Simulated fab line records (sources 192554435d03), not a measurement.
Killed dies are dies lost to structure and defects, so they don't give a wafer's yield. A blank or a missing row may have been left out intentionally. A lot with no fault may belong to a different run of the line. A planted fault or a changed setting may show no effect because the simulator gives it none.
Chamber matching / flow n5 finfet / 4 sister chambers for N5_BEOL_M11_STRIP_36 on rie diel-04
The step strips in N2/H2. 20 wafers are shown with their chamber, then 10 later ones without.

EACH WAFER AND ITS CHAMBER
wafer=L076.3; chamber=0; drypump motor current A (A)=5.9; showerhead plenum p Torr (Torr)=2.35; throttle valve pct (%)=23.68
wafer=L076.5; chamber=0; drypump motor current A (A)=5.9; showerhead plenum p Torr (Torr)=2.35; throttle valve pct (%)=23.71
wafer=L076.6; chamber=1; drypump motor current A (A)=5.3; showerhead plenum p Torr (Torr)=2.45; throttle valve pct (%)=23.45
wafer=L075.1; chamber=2; drypump motor current A (A)=5.2; showerhead plenum p Torr (Torr)=2.52; throttle valve pct (%)=23.37
wafer=L075.2; chamber=1; drypump motor current A (A)=5.3; showerhead plenum p Torr (Torr)=2.45; throttle valve pct (%)=23.49
wafer=L075.6; chamber=1; drypump motor current A (A)=5.3; showerhead plenum p Torr (Torr)=2.45; throttle valve pct (%)=23.50
wafer=L079.1; chamber=1; drypump motor current A (A)=5.3; showerhead plenum p Torr (Torr)=2.45; throttle valve pct (%)=23.48
wafer=L079.4; chamber=0; drypump motor current A (A)=5.9; showerhead plenum p Torr (Torr)=2.35; throttle valve pct (%)=23.69
wafer=L079.5; chamber=2; drypump motor current A (A)=5.2; showerhead plenum p Torr (Torr)=2.52; throttle valve pct (%)=23.40
wafer=L084.1; chamber=3; drypump motor current A (A)=6.2; showerhead plenum p Torr (Torr)=2.49; throttle valve pct (%)=23.56
wafer=L084.3; chamber=1; drypump motor current A (A)=5.3; showerhead plenum p Torr (Torr)=2.45; throttle valve pct (%)=23.48
wafer=L084.5; chamber=3; drypump motor current A (A)=6.3; showerhead plenum p Torr (Torr)=2.49; throttle valve pct (%)=23.58
wafer=L087.2; chamber=2; drypump motor current A (A)=5.2; showerhead plenum p Torr (Torr)=2.51; throttle valve pct (%)=23.43
wafer=L087.4; chamber=0; drypump motor current A (A)=5.9; showerhead plenum p Torr (Torr)=2.34; throttle valve pct (%)=23.68
wafer=L087.5; chamber=3; drypump motor current A (A)=6.2; showerhead plenum p Torr (Torr)=2.49; throttle valve pct (%)=23.57
wafer=L089.1; chamber=0; drypump motor current A (A)=5.9; showerhead plenum p Torr (Torr)=2.34; throttle valve pct (%)=23.67
wafer=L089.3; chamber=2; drypump motor current A (A)=5.2; showerhead plenum p Torr (Torr)=2.51; throttle valve pct (%)=23.44
wafer=L089.4; chamber=2; drypump motor current A (A)=5.2; showerhead plenum p Torr (Torr)=2.51; throttle valve pct (%)=23.46
wafer=L091.2; chamber=1; drypump motor current A (A)=5.3; showerhead plenum p Torr (Torr)=2.44; throttle valve pct (%)=23.48
wafer=L091.4; chamber=2; drypump motor current A (A)=5.2; showerhead plenum p Torr (Torr)=2.51; throttle valve pct (%)=23.43

SIGNATURES, as means of the wafers listed above
reading=drypump motor current A; chamber 0=5.900; chamber 1=5.300; chamber 2=5.200; chamber 3=6.233; scatter within a chamber=0.0204
reading=showerhead plenum p Torr; chamber 0=2.3460; chamber 1=2.4483; chamber 2=2.5133; chamber 3=2.4900; scatter within a chamber=0.00459
reading=throttle valve pct; chamber 0=23.6860; chamber 1=23.4800; chamber 2=23.4217; chamber 3=23.5700; scatter within a chamber=0.0218
Rule: for each reading, subtract the chamber's mean from the wafer's reading, divide by that reading's scatter and square the result; add these up over the readings and take the root, which gives the wafer's distance from the chamber. If the next closest chamber is less than 2 further off than the closest, the wafer can't be placed; otherwise it belongs to the closest. The scatter is the square root of a quotient: the sum, over the shown wafers, of each reading's squared deviation from its chamber's mean, divided by wafers minus chambers.

WAFERS MISSING THEIR CHAMBER
wafer=L091.6; drypump motor current A (A)=5.9; showerhead plenum p Torr (Torr)=2.34; throttle valve pct (%)=23.74
wafer=L094.3; drypump motor current A (A)=5.9; showerhead plenum p Torr (Torr)=2.34; throttle valve pct (%)=23.74
wafer=L094.4; drypump motor current A (A)=5.2; showerhead plenum p Torr (Torr)=2.51; throttle valve pct (%)=23.45
wafer=L094.6; drypump motor current A (A)=5.2; showerhead plenum p Torr (Torr)=2.51; throttle valve pct (%)=23.48
wafer=L096.2; drypump motor current A (A)=5.1; showerhead plenum p Torr (Torr)=2.51; throttle valve pct (%)=23.46
wafer=L096.3; drypump motor current A (A)=5.9; showerhead plenum p Torr (Torr)=2.33; throttle valve pct (%)=23.73
wafer=L096.5; drypump motor current A (A)=5.3; showerhead plenum p Torr (Torr)=2.44; throttle valve pct (%)=23.53
wafer=L097.1; drypump motor current A (A)=5.3; showerhead plenum p Torr (Torr)=2.43; throttle valve pct (%)=23.53
wafer=L097.4; drypump motor current A (A)=5.9; showerhead plenum p Torr (Torr)=2.33; throttle valve pct (%)=23.77
wafer=L097.5; drypump motor current A (A)=6.3; showerhead plenum p Torr (Torr)=2.48; throttle valve pct (%)=23.33

THE CHAMBER EACH PASSED THROUGH
wafer=L091.6; from the rows above=0; in truth=0
wafer=L094.3; from the rows above=0; in truth=0
wafer=L094.4; from the rows above=2; in truth=2
wafer=L094.6; from the rows above=2; in truth=2
wafer=L096.2; from the rows above=2; in truth=2
wafer=L096.3; from the rows above=0; in truth=0
wafer=L096.5; from the rows above=1; in truth=1
wafer=L097.1; from the rows above=1; in truth=1
wafer=L097.4; from the rows above=0; in truth=0
wafer=L097.5; from the rows above=3; in truth=3
10 of 10 placed correctly. Can't be placed from these rows: 0. Placed wrongly: 0.
